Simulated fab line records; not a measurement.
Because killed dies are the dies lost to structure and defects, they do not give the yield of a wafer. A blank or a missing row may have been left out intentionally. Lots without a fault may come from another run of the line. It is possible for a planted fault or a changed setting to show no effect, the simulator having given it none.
fab line records -- flow n5-finfet
[record] lots = 4, wafers = 10, last-day = 16
route steps=1938 shown BEOL_M11@1590 BEOL_M12@1602 PASSIVATION@1936
lots that met no fault: taken from a fault-free run of the same line
start-h: hours from the record's opening day to when the first of the lot's shown wafers began -- wait-h: time in hours since the lot's previous step -- " identical to the entry in the row above -- L1.1+2: several wafers, shown together as one row -- - no value present, or no start provided -- * or withheld: withheld -- < > ~ a bound
route shown NAME@n: names a module that has steps shown in the file, with the first one's number in the route -- usual: average and standard deviation across the fault-free wafers -- same: alike in all rows -- chamber/n: place in a boat -- sites: each site's reading -- _std_site: standard deviation across them -- _edge_site: outer sites' mean less inner sites' -- radius-mm: for every site, how far away it sits from the centre of the wafer -- mask NAME#n: copy n -- behind: tool/chamber where the wafer was last shaped -- hold: the reason the lot was held/the length of the hold in hours/how it ended -- device: names the non-switching transistor (n, p or np) -- end of line: tests run on the same wafers once the route is complete -- a step given without rows: its recipe and nothing more -- killed: at the first sort, the dies lost to defects and structure; wafer yield is something else -- map: dies across one wafer; x = killed, . = not, _ = none there
set.NAME: setting as actually run; set.NAME@STEP: the setting as run at that earlier step -- model.NAME: the simulator's own value behind a step, which no gauge read
certain route steps with their lots: each step a table, each wafer a row
services: the hour from which a tool's chamber was out of use, counted from the record's first day as start-h (under 0 if before that day), plus the number of hours and why
[[steps]]
[step N5_BEOL_M11_ALD_74]
[recipe] material = TaN, target-thk-a = 20, temp-c = 275, ald-precursor-family = PDMAT, ald-co-reactant = NH3, pressure-torr = 3, carrier-flow-sccm = 1500, pulse-time-s = 2, purge-time-s = 3, co-reactant-purge-time-s = 2, co-reactant-pulse-time-s = 3, ald-cycles = 40, precursor-vessel-temp-c = 75, precursor-vessel-pressure-torr = 26.25, precursor-vessel-carrier-sccm = 1000
[step N5_BEOL_M11_SURFACE_TREAT_76]
[recipe] gas = Ar, time-s = *, ion-energy-ev = *, ion-current-ma-cm2 = 0.5, pressure-mtorr = *, ar-flow-sccm = 30
[step N5_BEOL_M11_CVD_75]
[recipe] material = Co, target-thk-a = 20, temp-c = withheld, precursor = CCTBA/H2, pressure-torr = 30, time-s = 138.9
[step N5_BEOL_M11_SPUTTER_48]
[recipe] material = Cu, target-thk-a = 120, temp-c = -20, bias-v = 60, power-w = 26000, chamber-pressure-pa = 0.13, time-s = 2
[step N5_BEOL_M11_ECD_50]
[recipe] material = Cu, target-thk-a = 3180
[step N5_BEOL_M11_ANNEAL_51]
[recipe] temp-c = 225, time-s = 90, ambient = N2
[step N5_BEOL_M11_CMP_52]
[recipe] stop-on = SiCOH_lowk, t-overpolish-s = 7, down-force-psi = 1, platen-rpm = 50, clearing-platen-down-force-psi = 1.5, clearing-platen-rpm = 50, post-cmp-clean = cu-alkaline, target-thk-nm = 140, clearing-platen-pad-velocity-m-s = 0.99484, pad-velocity-m-s = 0.99484
[step N5_BEOL_M11_PRE_CLEAN_55]
[recipe] gas = NH3, time-s = 15, temp-c = withheld, rf-power-w = 300
[step N5_BEOL_M11_DEP_56]
[recipe] material = SiCN, target-thk-a = 300, temp-c = withheld, precursor = 3MS/NH3, pressure-torr = 3, rf-w = 675, time-s = 10.5
[step N5_BEOL_M12_ILD_DEP_00]
[recipe] material = SiOC, target-thk-a = 6589.2, temp-c = 350, precursor = DEMS/O2, pressure-torr = 5, rf-w = 500, time-s = 130.7
[usual] heater-power-w = 486/50, rf-fwd-power-W = 498.2/1.6, run-length-s = 175.6/0.65, showerhead-plenum-p-Torr = 5.697/0.013, throttle-valve-pct = 12.3/0.58
lot.wafer,tool,chamber,start-h,wait-h,heater-power-w,rf-fwd-power-W,run-length-s,showerhead-plenum-p-Torr,throttle-valve-pct,model.SiOC_of_BEOL_M12_ILD_DEP_00.thk-nm
L782.1,pecvd-03,2,264.99,0.0,407,499.6,176.2,5.701,11.9,654.6
L782.3,pecvd-03,1,264.99,0.0,536,497.3,175.5,5.696,12.8,643.4
L782.5,pecvd-03,2,264.99,0.0,436,499.1,175.9,5.703,11.8,664.8
L785.1,pecvd-03,0,313.93,0.0,536,498.2,194.8,5.710,13.0,748
L785.5,pecvd-03,1,313.93,0.0,527,495.0,195.1,5.703,12.6,765
L789.1,pecvd-03,1,331.31,0.0,476,497.7,195.4,5.703,12.6,736
L789.4,pecvd-03,2,331.31,0.0,471,498.7,176.2,5.689,11.9,656.6
L794.4,pecvd-02,0,351.95,0.1,535,499.2,175.6,5.685,12.6,673.2
L794.5,pecvd-02,2,351.95,0.1,451,496.3,176.0,5.687,11.9,666.6
L794.6,pecvd-02,1,351.95,0.1,474,498.7,174.5,5.720,12.6,667.6
[step N5_BEOL_M12_THK_MEAS_01]
[recipe] reads = SiOC_of_BEOL_M12_ILD_DEP_00
[usual] M12_ILD_THK = 659/9.1
lot.wafer,tool,chamber,start-h,wait-h,M12_ILD_THK[nm]
L782.1,film-metro-01,-,265.13,0.1,655
L782.3,film-metro-01,-,265.13,0.1,644
L782.5,film-metro-01,-,265.13,0.1,665
L785.1,film-metro-02,-,314.06,0.1,749
L785.5,film-metro-02,-,314.06,0.1,765
L789.1,film-metro-01,-,331.44,0.1,736
L789.4,film-metro-01,-,331.44,0.1,657
L794.4,film-metro-02,-,352.04,0.0,673
L794.5,film-metro-02,-,352.04,0.0,667
L794.6,film-metro-02,-,352.04,0.0,668
[step N5_BEOL_M12_COAT_58]
[recipe] resist = BARC, temp-c = 205, time-s = 60, spin-rpm = 1500, resist-thk-nm = 89
[step N5_BEOL_M12_COAT_04]
[recipe] spin-rpm = 1625, resist-thk-nm = 400
[step N5_BEOL_M12_EBR_06]
[recipe] solvent = PGMEA, ebr-width-mm = 1.5
[step N5_BEOL_M12_SOFTBAKE_05]
[recipe] temp-c = 130, time-s = 60
[step N5_BEOL_M12_EXPOSE_07]
[recipe] mask-id = V11, na = 0.93, source-shape = conventional, sigma-outer = 0.6, polarization = unpolarized, attpsm-phase-deg = 180, dose-mj = 32.5
[step N5_BEOL_M12_PEB_08]
[recipe] peb-temp-c = 130, peb-time-s = 90
[step N5_BEOL_M12_DEVELOP_09]
[recipe] develop-time-s = 45, rinse-liquid = diw, dry = air-spin, dev-temp-c = 21
[step N5_BEOL_M12_HARDBAKE_14]
[recipe] temp-c = 130, time-s = 120
[step N5_BEOL_M12_DESCUM_15]
[recipe] chemistry = O2, time-s = 7.9, source-power-w = 50, bias-power-w = 20, pressure-mtorr = 20, rf-frequency-hz = 2.712e+07, temp-c = 40, o2-flow-sccm = 225
[step N5_BEOL_M12_ETCH_59]
[recipe] chemistry = N2/H2, target = BARC, target-depth-a = 890, overetch-a = 267, time-s = 67.9, ion-energy-ev = 200, pressure-mtorr = 30, source-w = 840, bias-w = 150, n2-flow-sccm = 200, h2-flow-sccm = 200
[step N5_BEOL_M12_VIA_ETCH_16]
[recipe] chemistry = C4F8/O2/Ar, target = SiOC, pressure-mtorr = 30, source-w = 3000, bias-w = 700, Ar_flow_sccm = 400, C4F8_flow_sccm = 15, O2_flow_sccm = 8, he-inner-torr = 15, he-outer-torr = 30, target-depth-a = 7248, time-s = withheld, ion-energy-ev = 250, ends = cleared
[usual] drypump-motor-current-A = 5.7/0.48, oes-product-au = 0.74/0.066, rf-fwd-power-W = 2991/9.4, rf-vpp-V = 665/3.3, showerhead-plenum-p-Torr = 3.41/0.12, throttle-valve-pct = 24.20/0.24
lot.wafer,tool,chamber,start-h,wait-h,drypump-motor-current-A,oes-product-au,rf-fwd-power-W,rf-vpp-V,showerhead-plenum-p-Torr,throttle-valve-pct,model.etch.depth-nm,model.coat_of_BEOL_M12_COAT_04.thk-nm
L782.1,rie-diel-01,1,265.73,0.0,5.0,0.63,2971,660,3.26,24.73,654.6,125
L782.3,rie-diel-01,0,265.73,0.0,4.7,0.64,2977,665,3.34,23.95,643.5,129.6
L782.5,rie-diel-01,2,265.73,0.0,6.2,0.79,3004,667,3.48,24.17,664.7,123.4
L785.1,rie-diel-06,3,314.75,0.0,5.6,0.69,3001,663,3.30,24.37,748,94.8
L785.5,rie-diel-06,0,314.75,0.0,5.7,0.72,2996,669,3.60,24.13,764.9,88.2
L789.1,rie-diel-01,3,332.14,0.0,5.4,0.75,2989,663,3.32,24.14,735.9,103.8
L789.4,rie-diel-01,2,332.14,0.0,6.2,0.76,2983,667,3.47,24.18,656.6,127.6
L794.4,rie-diel-01,3,352.51,0.0,5.4,0.74,3009,663,3.32,24.16,673.1,120
L794.5,rie-diel-01,3,352.51,0.0,5.4,0.74,2994,662,3.32,24.14,666.6,121
L794.6,rie-diel-01,0,352.51,0.0,4.7,0.84,2980,665,3.33,23.69,667.6,121
[step N5_BEOL_M12_STRIP_63]
[recipe] chemistry = N2/H2, power-w = 1000, temp-c = 250, h2-frac = 0.65, overash-fraction = 0.3, pressure-mtorr = 1000, n2-flow-sccm = 1750, h2-flow-sccm = 3250
[usual] drypump-motor-current-A = 5.8/0.48, heater-power-w = 355/24, oes-product-au = 0.693/0.0048, strip-time-to-endpoint-s = 42.3/0.93
[same] overash-fraction = 0.3
lot.wafer,tool,chamber,start-h,wait-h,drypump-motor-current-A,heater-power-w,oes-product-au,rf-hours-counter-h,strip-time-to-endpoint-s
L782.1,plasma-asher-01,0,265.93,-,5.0,360,0.693,74,43.0
L782.3,plasma-asher-01,1,265.93,-,6.4,352,0.700,-,44.2
L782.5,plasma-asher-01,0,265.93,-,5.0,355,0.699,-,42.6
L785.1,plasma-asher-01,1,314.95,-,6.4,357,0.686,84,34.8
L785.5,plasma-asher-01,0,314.95,-,5.0,362,0.681,-,32.9
L789.1,plasma-asher-01,1,332.34,-,6.4,353,0.696,87,37.2
L789.4,plasma-asher-01,1,332.34,-,6.4,345,0.691,-,43.7
L794.4,plasma-asher-02,0,352.73,-,5.9,381,0.695,-,41.7
L794.5,plasma-asher-02,0,352.73,-,5.9,386,0.686,-,41.9
L794.6,plasma-asher-02,1,352.73,-,5.9,318,0.693,-,41.9
[step N5_BEOL_M12_STRIP_64]
[recipe] chemistry = N2/H2, power-w = 1000, temp-c = 250, h2-frac = 0.65, overash-fraction = 0.3, pressure-mtorr = withheld, n2-flow-sccm = 1750, h2-flow-sccm = 3250
[step N5_BEOL_M12_STRIP_71]
[recipe] chemistry = post-etch-residue-remover, time-s = 60, temp-c = 25, remover-ph = withheld, remover-water-wt-pct = withheld, remover-fluoride-wt-pct = withheld
[step N5_BEOL_M12_SRD_72]
[recipe] time-s = 30, temp-c = 23, rinse-liquid = diw, dry = n2-spin, spin-rpm = 1500, dry-time-s = 30
[step N5_BEOL_M12_COAT_65]
[recipe] resist = SOC, temp-c = 250, time-s = 60, spin-rpm = 1500, resist-thk-nm = 300
[step N5_BEOL_M12_COAT_66]
[recipe] resist = SiARC, temp-c = 220, time-s = 60, spin-rpm = 1500, resist-thk-nm = 110
[step N5_BEOL_M12_COAT_22]
[recipe] spin-rpm = 2888, resist-thk-nm = 300
[step N5_BEOL_M12_EBR_24]
[recipe] solvent = PGMEA, ebr-width-mm = 1.5
[step N5_BEOL_M12_SOFTBAKE_23]
[recipe] temp-c = 130, time-s = 60
[step N5_BEOL_M12_EXPOSE_25]
[recipe] mask-id = M12, na = 0.93, source-shape = conventional, sigma-outer = 0.4, polarization = unpolarized, dose-mj = 21.8
[step N5_BEOL_M12_PEB_26]
[recipe] peb-temp-c = 130, peb-time-s = 90
[step N5_BEOL_M12_DEVELOP_27]
[recipe] develop-time-s = 45, rinse-liquid = diw, dry = air-spin, dev-temp-c = 21
[step N5_BEOL_M12_HARDBAKE_32]
[recipe] temp-c = 130, time-s = 120
[step N5_BEOL_M12_CMP_49]
[recipe] stop-on = SiOC, t-overpolish-s = 20.6, down-force-psi = 1, platen-rpm = 50, clearing-platen-down-force-psi = 1.5, clearing-platen-rpm = 50, post-cmp-clean = cu-alkaline, target-thk-nm = 320, clearing-platen-pad-velocity-m-s = 0.99484, pad-velocity-m-s = 0.99484
[usual] clearing-platen-down-force-psi = 1.500/0.0031, motor-current-A = 6.2/0.61
lot.wafer,tool,chamber,start-h,wait-h,clearing-platen-down-force-psi,motor-current-A,model.SiOC_of_BEOL_M12_ILD_DEP_00.thk-nm
L782.3,cmp-01,0,270.09,0.2,1.500,5.7,581
L782.1,cmp-01,2,270.09,0.2,1.500,5.3,595.6
L782.5,cmp-01,1,270.09,0.2,1.501,6.3,602.6
L785.1,cmp-03,3,318.95,0.3,1.498,6.3,686.2
L785.5,cmp-03,3,318.95,0.3,1.499,6.3,703.2
L789.1,cmp-03,3,336.67,0.3,1.502,6.2,677.4
L789.4,cmp-03,1,336.67,0.3,1.501,6.2,597.4
L794.4,cmp-04,3,356.26,0.1,1.498,5.7,614.6
L794.6,cmp-04,3,356.26,0.1,1.500,5.4,609.6
L794.5,cmp-04,0,356.26,0.1,1.500,5.1,607.2
[step N5_PASSIVATION_PROBE_49]
[usual] defect-limited-yield = 91.0/1.5, killed_at_M0_to_M3 = 34/11, killed_at_M4_up = 14/5.3, killed-at-contacts = 13/7, killed-at-front-end = 41/13, killed-at-other = 4/3.1, killed-dies = 106/17, killed-open = 70/12, killed-short = 35/8, sort_bin_5_function = 5.2/0.98, sort_bin_6_memory = 3.4/0.69, sort-n-pass = 1074/17, sort-yield-pct = 91.0/1.5
[same] gross-dies = 1180, killed-at-back-side = 0, sort_bin_4_leakage[%] = 0, sort_bin_8_speed[%] = 0
lot.wafer,tool,chamber,start-h,wait-h,defect-limited-yield[%],killed_at_M0_to_M3,killed_at_M4_up,killed-at-contacts,killed-at-front-end,killed-at-other,killed-dies,killed-open,killed-short,sort_bin_5_function[%],sort_bin_6_memory[%],sort-n-pass,sort-yield-pct[%]
L785.1,prober-02,-,356.50,0.0,90.0,28,19,9,61,1,118,82,36,5.7,4.1,1062,90.0
L785.5,prober-02,-,356.70,0.2,91.9,36,13,16,29,1,95,65,30,5.3,2.6,1085,91.9
// killed by level:class
L785.1 STI_FIN_REVEAL:geometric-particle:open=27 BEOL_M0_SAQP:geometric-particle:short=9 DUMMY_GATE:geometric-particle:open=7 MOL_CONTACT_COAG:geometric-particle:open=7 FIN_SAQP:geometric-particle:short=6 BEOL_M4:geometric-particle:open=6 BEOL_M0_SAQP:geometric-particle:open=6 BEOL_M3:geometric-particle:open=6
L785.5 MOL_CONTACT_COAG:geometric-particle:open=14 BEOL_M0_SAQP:geometric-particle:short=9 BEOL_M0_SAQP:geometric-particle:open=9 GATE_CUT:geometric-particle:short=8 BEOL_M2:geometric-particle:open=6 BEOL_M4:geometric-particle:open=6 BEOL_M3:geometric-particle:open=5 STARTING-WAFER:geometric-particle:open=5
[[services]]
tool,chamber,start-h,hours,kind
rie-diel-01,3,246.14,18.9,repair
pecvd-02,0,253.03,5.5,scheduled-down
cmp-03,-,253.55,4.0,pm
cmp-04,-,257.30,1.7,repair
cmp-01,-,258.15,6.5,pm
cmp-04,-,269.06,3.8,repair
cmp-03,-,274.21,0.6,repair
cmp-01,-,277.37,1.1,repair
cmp-03,-,294.05,3.7,repair
rie-diel-01,2,299.37,5.1,repair
cmp-04,-,301.03,0.6,repair
rie-diel-01,0,304.44,-,clean
rie-diel-01,0,304.44,-,consumable-replace:focus-ring
rie-diel-01,0,304.44,18.2,scheduled-down
rie-diel-01,0,304.44,18.2,vent-cycle
rie-diel-01,-,311.59,0.2,repair
rie-diel-06,2,312.32,-,clean
rie-diel-06,2,312.32,-,consumable-replace:focus-ring
cmp-01,-,322.87,0.9,repair
pecvd-03,-,343.35,14.6,pm
cmp-01,-,345.49,4.0,pm
cmp-01,-,349.49,-,consumable-replace:conditioner
cmp-01,-,349.49,-,consumable-replace:pad
cmp-03,-,352.81,0.8,repair
[[key]]
[first-sign] step = N5_BEOL_M12_ILD_DEP_00, reading = run-length-s, direction = up, sigmas = 30, usual = *, struck = *
[effect] step = N5_BEOL_M12_THK_MEAS_01, reading = M12_ILD_THK, direction = up, sigmas = 9.9, usual = 659, struck = 750
[effect] step = N5_BEOL_M12_STRIP_63, reading = strip-time-to-endpoint-s, direction = down, sigmas = 7.9, usual = *, struck = *
[model-effect] step = N5_BEOL_M12_ILD_DEP_00, value = SiOC_of_BEOL_M12_ILD_DEP_00.thk-nm, without = 649.9, struck = 749.7
[model-effect] step = N5_BEOL_M12_VIA_ETCH_16, value = etch.depth-nm, without = 649.8, struck = 749.6
[model-effect] step = N5_BEOL_M12_CMP_49, value = SiOC_of_BEOL_M12_ILD_DEP_00.thk-nm, without = 589.1, struck = 688.9
met-at N5_BEOL_M12_ILD_DEP_00
struck-wafers L785.1,L785.5,L789.1
onset-between 264.99 313.93
[fault] kind = process-parameter-drift, tool = pecvd-03, chamber = -, onset-h = 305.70, steps = N5_BEOL_M12_ILD_DEP_00, channel = time-s, offset = *, shape = step, end-h = 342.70, scope = struck-wafers-only, acts-in = *, stated = *
